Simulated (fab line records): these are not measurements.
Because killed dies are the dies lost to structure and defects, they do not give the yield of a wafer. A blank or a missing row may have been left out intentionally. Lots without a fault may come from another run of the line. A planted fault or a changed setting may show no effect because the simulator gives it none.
Chamber matching | flow n5-finfet | N5_BEOL_M2_CMP_52 on cmp-04: 4 sister chambers
The step polishes, stops on SiOC, t overpolish 6.8 s, target thk 40 nm. 8 wafers are shown with their chamber, then 8 later ones without.

WAFERS WITH THEIR CHAMBER
wafer  | chamber | motor-current-A (A) | overpolish-run-s (s)
L081.2 | 1       | 4.8                 | 6.818
L084.1 | 1       | 5.0                 | 6.812
L084.3 | 3       | 4.7                 | 6.789
L084.4 | 0       | 5.4                 | 6.800
L090.1 | 0       | 5.3                 | 6.811
L090.2 | 3       | 4.8                 | 6.794
L090.4 | 2       | 5.7                 | 6.796
L092.1 | 2       | 5.7                 | 6.798

WAFERS WITH NO CHAMBER GIVEN
wafer  | motor-current-A (A) | overpolish-run-s (s)
L092.2 | 5.1                 | 6.805
L092.6 | 5.0                 | 6.789
L093.1 | 5.6                 | 6.798
L093.3 | 5.0                 | 6.787
L093.6 | 5.1                 | 6.811
L095.1 | 5.2                 | 6.795
L095.2 | 5.2                 | 6.807
L095.5 | 4.6                 | 6.804

EACH ONE'S CHAMBER
wafer  | from the rows above     | in truth
L092.2 | can't be placed: 0 or 1 | 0
L092.6 | 3                       | 3
L093.1 | 2                       | 2
L093.3 | 3                       | 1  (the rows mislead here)
L093.6 | can't be placed: 1 or 0 | 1
L095.1 | 0                       | 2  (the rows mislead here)
L095.2 | 0                       | 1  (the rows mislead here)
L095.5 | can't be placed: 3 or 1 | 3
Placed correctly: 2 of 8. Unplaceable from these rows: 3, with the true chamber sitting among the candidates in 3. Number placed wrongly: 3.
How it was worked out, from the rows above alone: a wafer's distance from a chamber is the root of the sum, over the readings, of the square of ((its reading less the chamber's mean) divided by the reading's scatter). If the next closest chamber is less than 2 further off than the closest, the wafer can't be placed; otherwise it belongs to the closest. For every chamber, the mean is computed from those of its wafers that are shown. The scatter is the square root of a quotient: the sum, over the shown wafers, of each reading's squared deviation from its chamber's mean, divided by wafers minus chambers.
